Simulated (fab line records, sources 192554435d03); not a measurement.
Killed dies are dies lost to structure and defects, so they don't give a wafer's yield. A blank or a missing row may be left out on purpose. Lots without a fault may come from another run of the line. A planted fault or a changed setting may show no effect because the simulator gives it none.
A struck lot beside a sound one | flow n5_finfet | 13 steps out of a route of 1938
Sound: wafers L629.3, L629.5, L629.6. Struck: wafers L625.1, L625.2, L625.3. The cause comes at the end.
At each step with rows: each side's tool, then ch and its chambers, then its first start. Under that, the readings that differ: sound wafers | struck wafers | difference of the means | sigmas: that difference in standard deviations of wafers without a fault.
alike: readings whose means differ by less than 2 such deviations, and words and numbers that are the same on both sides. not compared: withheld readings, readings that some wafer has no value for, bounds like >300 that may hide the same value, and numbers for which the record gives no deviation and whose values overlap.
The two part at a step that has a row with sigmas, a row that says differs or no value, or rows on one side only. Numbers that don't overlap but have no deviation are shown without sigmas and don't part them. A reading that every wafer of one side lacks parts them only if that side has two wafers or more.

N5_GATE_CUT_CMP_23: polishes, stops on SiO2, t overpolish 23.4 s, target thk 16 nm.
  sound on cmp-04 ch 0,1, day 9 01:27; struck on cmp-02 ch 0,1,2, day 7 22:27
  alike: motor_current_A, overpolish_run_s, time_to_endpoint_s
N5_GATE_CUT_THK_MEAS_24:
  sound on film_metro-02, day 9 01:44; struck on film_metro-01, day 7 22:42
  alike: GC_FILL_THK
N5_GATE_CUT_CMP_43: polishes SiO2.
  sound on cmp-03 ch 0,1, day 9 01:46; struck on cmp-04 ch 0,2,3, day 7 22:44
  alike: motor_current_A
N5_GATE_CUT_CMP_61: polishes, stops on SiNx, t overpolish 3 s.
  sound on cmp-03 ch 0,1, day 9 02:15; struck on cmp-04 ch 0,2,3, day 7 23:13
  alike: motor_current_A
N5_GATE_CUT_INSPECT_26: inspects for defects (darkfield).
  sound on defect_inspect-02, day 9 02:29; struck on defect_inspect-02, day 7 23:26
  alike: raw_defect_count
then, 6 steps without rows for these wafers: N5_MOL_CONTACT_COAG_COAT_103 (time 60 s, resist thk 80 nm); N5_MOL_CONTACT_COAG_COAT_104 (time 60 s, resist thk 12 nm); N5_MOL_CONTACT_COAG_COAT_58 (time 60 s, resist thk 10 nm); N5_MOL_CONTACT_COAG_COAT_02 (resist thk 30 nm); N5_MOL_CONTACT_COAG_EBR_04; N5_MOL_CONTACT_COAG_SOFTBAKE_03 (time 60 s).
N5_MOL_CONTACT_COAG_EXPOSE_05: exposes mask CA, defocus 0 nm.
  sound on euv_scanner-01 ch 0, day 9 02:40; struck on euv_scanner-02, day 7 23:44
  no value came back on the struck wafers for exposure_dose_mJ_cm2, focus_offset_nm (nm); on the sound wafers exposure_dose_mJ_cm2 reads 38.05 38.09 38.13
  alike: mask
then, 1 step without rows for these wafers: N5_MOL_CONTACT_COAG_PEB_06 (peb time 60 s).

WHERE THEY PART
Only at N5_MOL_CONTACT_COAG_EXPOSE_05, within this record.

WHY: what the simulator had put in
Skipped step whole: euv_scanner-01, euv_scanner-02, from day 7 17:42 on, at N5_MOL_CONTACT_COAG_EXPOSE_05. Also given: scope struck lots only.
